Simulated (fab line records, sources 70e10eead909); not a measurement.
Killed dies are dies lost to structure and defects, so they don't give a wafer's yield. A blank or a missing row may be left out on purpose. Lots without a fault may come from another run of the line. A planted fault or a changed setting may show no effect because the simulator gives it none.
A struck lot beside a sound one | flow nand_harc | 40 steps out of a route of 1159
Sound: wafers L607.1, L607.4, L607.6. Struck: wafers L625.3, L625.4, L625.6. The cause comes at the end.
At each step with rows: each side's tool, then ch and its chambers, then its first start. Under that, the readings that differ: sound wafers | struck wafers | difference of the means | sigmas: that difference in standard deviations of wafers without a fault.
alike: readings whose means differ by less than 2 such deviations, and words and numbers that are the same on both sides. not compared: withheld readings, readings that some wafer has no value for, bounds like >300 that may hide the same value, and numbers for which the record gives no deviation and whose values overlap.
The two part at a step that has a row with sigmas, a row that says differs or no value, or rows on one side only. Numbers that don't overlap but have no deviation are shown without sigmas and don't part them. A reading that every wafer of one side lacks parts them only if that side has two wafers or more.

first, 10 steps without rows for these wafers: NHARC_A_STAIRCASE_DEP_156 (deposits SiNx, target thk 50 nm); NHARC_A_STAIRCASE_DEHYDRATE_158 (time 120 s); NHARC_A_STAIRCASE_HMDS_159 (time 30 s); NHARC_A_STAIRCASE_COAT_160; NHARC_A_STAIRCASE_SOFTBAKE_161 (time 170 s); NHARC_A_STAIRCASE_EBR_162; NHARC_A_STAIRCASE_EXPOSE_163 (exposes mask STAIR OPEN); NHARC_A_STAIRCASE_PEB_164 (peb time 130 s); NHARC_A_STAIRCASE_DEVELOP_165 (time 140 s); NHARC_A_STAIRCASE_HARDBAKE_167 (time 140 s).
NHARC_A_STAIRCASE_DESCUM_168: chemistry O2, time 3 s.
  sound on rie_diel-04 ch 0,2, day 10 12:36; struck on rie_diel-04 ch 1,2,3, day 15 03:32
  alike: drypump_motor_current_A, oes_product_au, rf_vpp_V, showerhead_plenum_p_Torr, throttle_valve_pct
  not compared: rf_hours_counter_h
NHARC_A_STAIRCASE_ETCH_169: etches the open film in CH3F/O2, target depth 50 nm, time 107.1 s.
  sound on rie_diel-04 ch 0,2, day 10 12:46; struck on rie_diel-04 ch 0,1, day 15 03:37
  alike: bias_w, ch3f_flow_sccm, drypump_motor_current_A, oes_product_au, rf_vpp_V, showerhead_plenum_p_Torr, throttle_valve_pct
  not compared: rf_hours_counter_h
then, 20 steps without rows for these wafers: NHARC_A_STAIRCASE_ETCH_170 (etches the open film in C4F6/O2, target depth 200 nm, time 66.667 s); NHARC_A_STAIRCASE_STRIP_171 (strips in O2); NHARC_A_STAIRCASE_STRIP_172 (strips in SPM, time 900 s); NHARC_A_STAIRCASE_PRECLEAN_173 (cleans in SC1); NHARC_A_STAIRCASE_SRD_174; NHARC_A_STAIRCASE_DEHYDRATE_01 (time 120 s); NHARC_A_STAIRCASE_HMDS_02 (time 30 s); NHARC_A_STAIRCASE_COAT_03; NHARC_A_STAIRCASE_SOFTBAKE_04 (time 170 s); NHARC_A_STAIRCASE_EBR_05; NHARC_A_STAIRCASE_EXPOSE_06 (exposes mask STAIR); NHARC_A_STAIRCASE_PEB_07 (peb time 130 s); NHARC_A_STAIRCASE_DEVELOP_08 (time 140 s); NHARC_A_STAIRCASE_HARDBAKE_10 (time 140 s); NHARC_A_STAIRCASE_DESCUM_11 (chemistry O2, time 3 s); NHARC_A_STAIRCASE_TRIM_12 (chemistry O2, time 211.2 s); NHARC_A_STAIRCASE_ETCH_13 (etches the open film in C4F8/O2, target depth 100 nm, time 40.5 s); NHARC_A_STAIRCASE_TRIM_14 (chemistry O2, time 211.2 s); NHARC_A_STAIRCASE_ETCH_15 (etches the open film in C4F8/O2, target depth 100 nm, time 40.5 s); NHARC_A_STAIRCASE_TRIM_16 (chemistry O2, time 211.2 s).
NHARC_A_STAIRCASE_ETCH_17: etches the open film in C4F8/O2, target depth 100 nm, time 40.5 s.
  sound on rie_diel-05 ch 1,3; struck on rie_diel-07 ch 0,2,3
  alike: bias_w, oes_product_au, rf_vpp_V
  not compared: rf_hours_counter_h
then, 1 step without rows for these wafers: NHARC_A_STAIRCASE_TRIM_18 (chemistry O2, time 211.2 s).
NHARC_A_STAIRCASE_ETCH_19: etches the open film in C4F8/O2, target depth 100 nm, time 40.5 s.
  sound on rie_diel-05 ch 0,1,3; struck on rie_diel-07 ch 1,2,3
  alike: bias_w, oes_product_au, rf_vpp_V
  not compared: rf_hours_counter_h
then, 1 step without rows for these wafers: NHARC_A_STAIRCASE_TRIM_20 (chemistry O2, time 211.2 s).
NHARC_A_STAIRCASE_ETCH_21: etches the open film in C4F8/O2, target depth 100 nm, time 40.5 s.
  sound on rie_diel-05 ch 0,1; struck on rie_diel-04 ch 1,3
  reading      | sound       | struck      | difference | sigmas
  rf_vpp_V (V) | 904 897 905 | 888 897 887 | -11        | -2
  alike: bias_w, oes_product_au
  not compared: rf_hours_counter_h
then, 1 step without rows for these wafers: NHARC_A_STAIRCASE_TRIM_22 (chemistry O2, time 211.2 s).
NHARC_A_STAIRCASE_ETCH_23: etches the open film in C4F8/O2, target depth 100 nm, time 40.5 s.
  sound on rie_diel-05 ch 0,2; struck on rie_diel-04 ch 0,1,3
  reading    | sound              | struck               | difference | sigmas
  bias_w (W) | 998.3 996.1 1000.4 | 1005.5 1005.6 1001.6 | +6.0       | +2
  alike: oes_product_au, rf_vpp_V
  not compared: rf_hours_counter_h
-- the record jumps here: 9 days lie between the struck wafers' starts before and after (it left off in module A_STAIRCASE and takes up again in module END, whose first step shown is number 1159 of the route) --
NHARC_END_SORT_01:
  the record has rows for the struck wafers here (prober-01 ch 0, day 24 01:21) and none for the sound ones

WHERE THEY PART
First at NHARC_A_STAIRCASE_ETCH_21; last, within this record, at NHARC_END_SORT_01.

WHY: what the simulator had put in
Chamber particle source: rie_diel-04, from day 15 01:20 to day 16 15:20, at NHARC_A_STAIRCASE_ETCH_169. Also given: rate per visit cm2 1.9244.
